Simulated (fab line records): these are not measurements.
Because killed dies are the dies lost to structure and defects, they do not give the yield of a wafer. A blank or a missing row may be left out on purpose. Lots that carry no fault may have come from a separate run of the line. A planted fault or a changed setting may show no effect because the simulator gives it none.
The tool behind it: which one? | flow nandHarc | 24 lots, 72 wafers sampled, at 2 steps of a route of 1159

== WHAT THE GAUGES SHOWED, per wafer ==
NHARC_A_ONON_D1_THK_MEAS_05: measures by ellipsometry. Usual: 1000 nm for thkNm, sd 7.1.
lot  | measured     | on           | thkNm (nm)     | flag
L074 | day 7 13:50  | filmMetro-02 | 1006 1003 1003 | 
L075 | day 8 04:22  | filmMetro-01 | 999 997 999    | 
L077 | day 8 04:22  | filmMetro-02 | 994 995 995    | 
L076 | day 8 08:15  | filmMetro-01 | 984 985 986    | 
L078 | day 8 14:14  | filmMetro-02 | 993 993 992    | 
L079 | day 8 13:44  | filmMetro-01 | 1004 1003 1001 | 
L080 | day 8 13:53  | filmMetro-01 | 1005 1006 1005 | 
L081 | day 9 12:06  | filmMetro-02 | 985 986 986    | 
L082 | day 9 12:05  | filmMetro-01 | 997 996 998    | 
L083 | day 10 05:56 | filmMetro-02 | 997 996 995    | 
L084 | day 10 05:59 | filmMetro-02 | 999 999 1000   | 
L085 | day 10 05:56 | filmMetro-01 | 998 998 997    | 
L087 | day 11 10:23 | filmMetro-01 | 1004 1005 1003 | 
L086 | day 11 10:21 | filmMetro-01 | 1007 1005 1006 | 
L088 | day 11 15:38 | filmMetro-02 | 1004 1005 1005 | 
L089 | day 11 15:39 | filmMetro-01 | 1010 1010 1012 | 
L090 | day 11 22:15 | filmMetro-01 | 995 993 993    | 
L091 | day 11 22:22 | filmMetro-02 | 1000 998 1001  | 
L092 | day 11 22:22 | filmMetro-01 | 1007 1007 1007 | 
L093 | day 12 07:27 | filmMetro-02 | 994 996 995    | 
L094 | day 12 16:12 | filmMetro-01 | 1008 1010 1010 | 
L095 | day 12 21:47 | filmMetro-02 | 1012 1013 1013 | 
L096 | day 12 21:47 | filmMetro-01 | 999 1000 999   | 
L097 | day 13 01:52 | filmMetro-02 | 996 995 994    | 

== WHICH TOOL RAN EACH LOT (tool, then ch and the chambers of the sampled wafers, then the start) ==
lot  | NHARC_P_BONDPAD_DEGAS_25
L074 | pvdSputter-02, day 6 10:23
L075 | pvdSputter-01, day 7 02:16
L077 | pvdSputter-01, day 7 05:05
L076 | pvdSputter-03, day 7 05:24
L078 | pvdSputter-03, day 7 10:59
L079 | pvdSputter-02, day 7 11:59
L080 | pvdSputter-03, day 7 12:46
L081 | pvdSputter-01, day 8 10:06
L082 | pvdSputter-01, day 8 13:22
L083 | pvdSputter-03, day 8 14:36
L084 | pvdSputter-02, day 8 21:05
L085 | pvdSputter-03, day 8 21:26
L087 | pvdSputter-03, day 10 05:28
L086 | pvdSputter-03, day 10 06:35
L088 | pvdSputter-03, day 10 11:56
L089 | pvdSputter-02, day 10 12:47
L090 | pvdSputter-01, day 10 17:46
L091 | pvdSputter-03, day 10 20:25
L092 | pvdSputter-03, day 10 21:05
L093 | pvdSputter-01, day 11 02:50
L094 | pvdSputter-03, day 11 12:01
L095 | pvdSputter-03, day 11 19:10
L096 | pvdSputter-01, day 11 19:29
L097 | pvdSputter-02, day 11 23:19
- NHARC_P_BONDPAD_DEGAS_25: time 60 s.

== WHAT THE TOOLS THEMSELVES READ (means of the sampled wafers that have a number; where no wafer has one, the mark that the record gives instead) ==
NHARC_P_BONDPAD_DEGAS_25. Usual: 467 W for heaterPowerW, sd 49.
lot  | tool          | heaterPowerW (W) | flag
L074 | pvdSputter-02 | 435              | 
L075 | pvdSputter-01 | 442              | 
L077 | pvdSputter-01 | 518              | 
L076 | pvdSputter-03 | 444              | 
L078 | pvdSputter-03 | 505              | 
L079 | pvdSputter-02 | 475              | 
L080 | pvdSputter-03 | 474              | 
L081 | pvdSputter-01 | 444              | 
L082 | pvdSputter-01 | 453              | 
L083 | pvdSputter-03 | 516              | 
L084 | pvdSputter-02 | 433              | 
L085 | pvdSputter-03 | 475              | 
L087 | pvdSputter-03 | 438              | 
L086 | pvdSputter-03 | 479              | 
L088 | pvdSputter-03 | 483              | 
L089 | pvdSputter-02 | 469              | 
L090 | pvdSputter-01 | 445              | 
L091 | pvdSputter-03 | 470              | 
L092 | pvdSputter-03 | 452              | 
L093 | pvdSputter-01 | 494              | 
L094 | pvdSputter-03 | 467              | 
L095 | pvdSputter-03 | 452              | 
L096 | pvdSputter-01 | 442              | 
L097 | pvdSputter-02 | 452              | 

== THE ANSWER, worked out from the rows above alone ==
Rule: a lot counts as off when the mean over its wafers that have a number is more than 3 standard deviations away from the usual mean. Also off: a lot with no number at a reading for which 4 or more lots have one. The other lots that the step has rows for count as sound. First the gauges in route order, then the tools' own readings, where a lot's mean is used as printed above. At the first step where some lot is off, the reading lying furthest off is the one used; lots without a number count as furthest.
Nothing can be told from this: no lot is off at any reading shown.

== WHAT THE SIMULATOR HAD PUT IN ==
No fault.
